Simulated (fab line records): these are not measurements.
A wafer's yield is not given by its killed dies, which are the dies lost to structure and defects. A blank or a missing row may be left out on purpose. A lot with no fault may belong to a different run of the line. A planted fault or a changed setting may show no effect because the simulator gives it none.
Chamber matching || flow n5 finfet || N5_BEOL_M2_CMP_52 on cmp-03: 3 sister chambers
The step polishes, stops on SiOC, t overpolish 6.8 s, target thk 40 nm. 16 wafers are shown with their chamber, then 6 later ones without.

WAFERS, EACH WITH ITS CHAMBER
{"wafer": "L074.1", "chamber": 1, "motor current A (A)": 6.6, "time to endpoint s (s)": 62, "barrier field endpoint s (s)": 24.6}
{"wafer": "L074.5", "chamber": 1, "motor current A (A)": 6.7, "time to endpoint s (s)": 60, "barrier field endpoint s (s)": 25.1}
{"wafer": "L074.6", "chamber": 2, "motor current A (A)": 6.5, "time to endpoint s (s)": 56, "barrier field endpoint s (s)": 23.8}
{"wafer": "L081.2", "chamber": 2, "motor current A (A)": 6.0, "time to endpoint s (s)": 61, "barrier field endpoint s (s)": 24.6}
{"wafer": "L081.3", "chamber": 1, "motor current A (A)": 6.5, "time to endpoint s (s)": 64, "barrier field endpoint s (s)": 24.5}
{"wafer": "L081.5", "chamber": 1, "motor current A (A)": 6.9, "time to endpoint s (s)": 64, "barrier field endpoint s (s)": 25.5}
{"wafer": "L083.3", "chamber": 0, "motor current A (A)": 5.8, "time to endpoint s (s)": 52, "barrier field endpoint s (s)": 23.4}
{"wafer": "L083.4", "chamber": 2, "motor current A (A)": 6.1, "time to endpoint s (s)": 56, "barrier field endpoint s (s)": 23.6}
{"wafer": "L083.5", "chamber": 1, "motor current A (A)": 6.8, "time to endpoint s (s)": 61, "barrier field endpoint s (s)": 25.4}
{"wafer": "L082.2", "chamber": 1, "motor current A (A)": 6.9, "time to endpoint s (s)": 62, "barrier field endpoint s (s)": 24.3}
{"wafer": "L082.3", "chamber": 0, "motor current A (A)": 5.9, "time to endpoint s (s)": 55, "barrier field endpoint s (s)": 23.2}
{"wafer": "L082.6", "chamber": 0, "motor current A (A)": 5.9, "time to endpoint s (s)": 56, "barrier field endpoint s (s)": 23.6}
{"wafer": "L084.1", "chamber": 1, "motor current A (A)": 6.7, "time to endpoint s (s)": 61, "barrier field endpoint s (s)": 24.5}
{"wafer": "L084.4", "chamber": 0, "motor current A (A)": 5.8, "time to endpoint s (s)": 56, "barrier field endpoint s (s)": 24.1}
{"wafer": "L084.6", "chamber": 1, "motor current A (A)": 6.9, "time to endpoint s (s)": 65, "barrier field endpoint s (s)": 25.3}
{"wafer": "L085.1", "chamber": 2, "motor current A (A)": 6.2, "time to endpoint s (s)": 58, "barrier field endpoint s (s)": 24.4}

SIGNATURES (averages over the wafers above)
{"reading": "motor current A", "chamber 0": 5.850, "chamber 1": 6.750, "chamber 2": 6.200, "scatter within a chamber": 0.154}
{"reading": "time to endpoint s", "chamber 0": 54.75, "chamber 1": 62.38, "chamber 2": 57.75, "scatter within a chamber": 1.95}
{"reading": "barrier field endpoint s", "chamber 0": 23.575, "chamber 1": 24.900, "chamber 2": 24.100, "scatter within a chamber": 0.456}
Rule: a wafer lies at a distance from a chamber equal to the root of the sum of squares, over the readings, of (its reading less the chamber's mean, divided by the reading's scatter). If the next closest chamber is less than 2 further off than the closest, the wafer can't be placed; otherwise it belongs to the closest. The scatter: take each reading less its chamber's mean, square it, sum over the shown wafers, divide by the number of wafers less the number of chambers, and take the root.

WAFERS WITHOUT THEIR CHAMBER
{"wafer": "L085.4", "motor current A (A)": 6.9, "time to endpoint s (s)": 60, "barrier field endpoint s (s)": 25.0}
{"wafer": "L092.4", "motor current A (A)": 7.0, "time to endpoint s (s)": 64, "barrier field endpoint s (s)": 24.8}
{"wafer": "L092.6", "motor current A (A)": 6.0, "time to endpoint s (s)": 58, "barrier field endpoint s (s)": 24.5}
{"wafer": "L095.1", "motor current A (A)": 6.2, "time to endpoint s (s)": 57, "barrier field endpoint s (s)": 23.4}
{"wafer": "L095.2", "motor current A (A)": 5.6, "time to endpoint s (s)": 50, "barrier field endpoint s (s)": 22.6}
{"wafer": "L095.4", "motor current A (A)": 6.6, "time to endpoint s (s)": 60, "barrier field endpoint s (s)": 24.1}

CHAMBER TAKEN BY EACH
{"wafer": "L085.4", "from the rows above": 1, "in truth": 1}
{"wafer": "L092.4", "from the rows above": 1, "in truth": 1}
{"wafer": "L092.6", "from the rows above": "can't be placed: 2 or 0", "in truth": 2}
{"wafer": "L095.1", "from the rows above": "can't be placed: 2 or 0", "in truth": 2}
{"wafer": "L095.2", "from the rows above": 0, "in truth": 0}
{"wafer": "L095.4", "from the rows above": "can't be placed: 1 or 2", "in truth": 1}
Correctly placed: 3 of 6. Cannot be placed on the basis of these rows: 3; the candidates contain the true chamber in 3. Wrongly placed: 0.
